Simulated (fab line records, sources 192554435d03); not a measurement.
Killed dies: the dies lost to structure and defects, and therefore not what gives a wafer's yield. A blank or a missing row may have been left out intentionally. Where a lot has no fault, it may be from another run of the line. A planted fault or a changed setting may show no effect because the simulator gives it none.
Chamber matching	flow n5_finfet	N5_FIN_SAQP_ETCH_34 on rie_diel-02 has 4 sister chambers
The step etches SiO2 in C4F6/O2, target depth 45 nm, time 15 s. 4 wafers are shown with their chamber, then 6 later ones without.

## WAFERS PAIRED WITH THEIR CHAMBERS
wafer	chamber	showerhead_plenum_p_Torr (Torr)
L796.3	3	2.81
L796.4	1	2.70
L796.6	0	2.88
L801.5	2	2.76

## WAFERS MISSING THEIR CHAMBER
wafer	showerhead_plenum_p_Torr (Torr)
L801.6	2.81
L803.3	2.88
L803.4	2.87
L803.5	2.76
L805.1	2.87
L805.4	3.03

## CHAMBER TAKEN BY EACH
wafer	from the rows above	in truth
L801.6	can't be placed: 3 or 2 or 0 or 1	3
L803.3	can't be placed: 0 or 3 or 2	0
L803.4	can't be placed: 0 or 3 or 2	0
L803.5	can't be placed: 2 or 3 or 1 or 0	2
L805.1	can't be placed: 0 or 3 or 2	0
L805.4	can't be placed: 0 or 3 or 2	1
Placed correctly: 0 of 6. Not placeable from these rows: 6 (in 5, the candidates include the true chamber). 0 placed wrongly.
How it was worked out, from the rows above alone: a wafer's distance from a chamber is the root of the sum, over the readings, of the square of ((its reading less the chamber's mean) divided by the reading's scatter). If the next closest chamber is less than 2 further off than the closest, the wafer can't be placed; otherwise it belongs to the closest. A chamber's mean is the mean of its shown wafers. The scatter: root of mean squared gap, hidden wafer to nearest shown wafer, with one shown wafer a chamber.
